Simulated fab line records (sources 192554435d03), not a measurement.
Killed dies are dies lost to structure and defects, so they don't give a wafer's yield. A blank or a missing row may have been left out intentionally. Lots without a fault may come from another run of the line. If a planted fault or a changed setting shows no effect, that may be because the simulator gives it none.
Split-lot trial ; flow n5_finfet ; 7 lots, 39 wafers read, on a route of 1938 steps

## SPLIT DETAILS
At N5_ILD0_ALD_15 (deposits SiNx, target thk 24 nm, pulse time 1 s, ald cycles 480), the setting ald_cycles was moved away from the recipe's 480 on 9 of the 39 wafers read, by -50.0% to +30.2%. All remaining wafers had this setting at the recipe value.

Reading taken at the split's own step.

## THE READING
SiNx_of_ILD0_ALD_15.thk_nm (the simulator's own value, which no gauge read), in nm, at N5_ILD0_ALD_15 (deposits SiNx, target thk 24 nm, pulse time 1 s, ald cycles 480). The file gives no usual value for it. The 30 wafers here that ran the recipe average 24.0 nm, standard deviation 0.11 nm.

wafer;tool, chamber at the split;ald_cycles as run;against the recipe;SiNx_of_ILD0_ALD_15.thk_nm, nm;against lot-mates on the recipe
L080.1;ald_sin-02, 2,1,0,3;480;recipe;24;-
L080.2;ald_sin-02, 2,1,0,3;480;recipe;24;-
L080.3;ald_sin-02, 2,1,0,3;480;recipe;24;-
L080.4;ald_sin-02, 2,1,0,3;480;recipe;24;-
L080.5;ald_sin-02, 2,1;480;recipe;24.2;-
L080.6;ald_sin-02, 2,1;480;recipe;24.2;-
L082.1;ald_sin-01, 1,3;240;-50.0%;11.8;-12.1
L082.4;ald_sin-01, 1,3;240;-50.0%;11.8;-12.1
L082.2;ald_sin-01, 0;480;recipe;24;-
L082.3;ald_sin-01, 2,1;480;recipe;23.8;-
L082.5;ald_sin-01, 2,1;480;recipe;23.8;-
L082.6;ald_sin-01, 0;240;-50.0%;12;-11.9
L083.1;ald_sin-02, 2,1,0,1,0;480;recipe;24;-
L083.2;ald_sin-02, 2,1,0,1,0;480;recipe;24;-
L083.4;ald_sin-02, 2,1,0,1,0;480;recipe;24;-
L083.5;ald_sin-02, 2,1,0,1,0;480;recipe;24;-
L083.6;ald_sin-02, 2,1,0,1,0;480;recipe;24;-
L083.3;ald_sin-02, 3;480;recipe;24.2;-
L086.2;ald_sin-02, 0,3,0;480;recipe;24;-
L086.5;ald_sin-02, 0,3,0;480;recipe;24;-
L086.6;ald_sin-02, 0,3,0;480;recipe;24;-
L091.1;ald_sin-02, 2,0,2;480;recipe;24;-
L091.3;ald_sin-02, 2,0,2;480;recipe;24;-
L091.5;ald_sin-02, 2,0,2;480;recipe;24;-
L091.2;ald_sin-02, 3;329;-31.5%;16.6;-7.4
L091.4;ald_sin-02, 1;329;-31.5%;16.4;-7.6
L091.6;ald_sin-02, 1;329;-31.5%;16.4;-7.6
L092.1;ald_sin-02, 1,0;480;recipe;24;-
L092.4;ald_sin-02, 1,0;480;recipe;24;-
L092.2;ald_sin-02, 2,3,1,2;480;recipe;24.2;-
L092.3;ald_sin-02, 2,3,1,2;480;recipe;24.2;-
L092.5;ald_sin-02, 2,3,1,2;480;recipe;24.2;-
L092.6;ald_sin-02, 2,3,1,2;480;recipe;24.2;-
L095.1;ald_sin-02, 2,1;480;recipe;24.2;-
L095.2;ald_sin-02, 2,1;480;recipe;24.2;-
L095.3;ald_sin-02, 0,3;625;+30.2%;31.2;+7.1
L095.4;ald_sin-02, 0,3;625;+30.2%;31.2;+7.1
L095.5;ald_sin-02, 0;480;recipe;24;-
L095.6;ald_sin-02, 3;625;+30.2%;31.4;+7.3
When a row names more than one chamber, that row covers several wafers, and the file does not tell which wafer ran in which chamber.

FIT RESULTS
A straight line over all 39 wafers: SiNx_of_ILD0_ALD_15.thk_nm changes by +0.242 nm for each +1% of ald_cycles; r = +1.00; the points scatter about the line by 0.12 nm.
The same after taking each lot's own level away (the mean of its wafers on the recipe; 39 wafers): +0.239 nm for each +1%; r = +1.00; scatter 0.09 nm.
According to that fit, moving ald_cycles by its largest amount changes the reading by 12 nm.
The span of the lots' own levels, 23.87 to 24.13 nm, comes to 2.4 times the standard deviation stated above.
The two slopes are in agreement: the lot-to-lot level therefore moves the slope only a little.
Check: for one of the wafers moved furthest among these (-50.0%), held out of the fit, the line's prediction against its lot-mates is -11.9 nm. It came out at -12.1 nm against them.

## FURTHER SPLITS ON THESE WAFERS
Before the reading, these wafers also passed through other splits. Each is held against what the fit with the lots' levels taken away leaves over:
other split on the same wafers;wafers away from the commonest value;r with SiNx_of_ILD0_ALD_15.thk_nm (lot level and that fit taken away)
N5_FIN_SAQP_PECVD_06 time_s;15;-0.11

## THE WHOLE CHAIN: every reading that the file lists as answering this split, in the file's order
step;what it does;reading;change (the file's fit);r (the file's)
N5_ILD0_ALD_15;deposits SiNx, target thk 24 nm, pulse time 1 s, ald cycles 480;SiNx_of_ILD0_ALD_15.thk_nm (the simulator's own value, which no gauge read);+0.239 nm for each +1% of the setting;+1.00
N5_ILD0_CMP_12;polishes SiNx, stops on poly-Si, t overpolish 6 s, target thk 17.67 nm;time_to_endpoint_s;withheld for each +1% of the setting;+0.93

## FILE'S OWN FIT
SiNx_of_ILD0_ALD_15.thk_nm changes by +0.239 nm for each +1% of ald_cycles, r = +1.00.
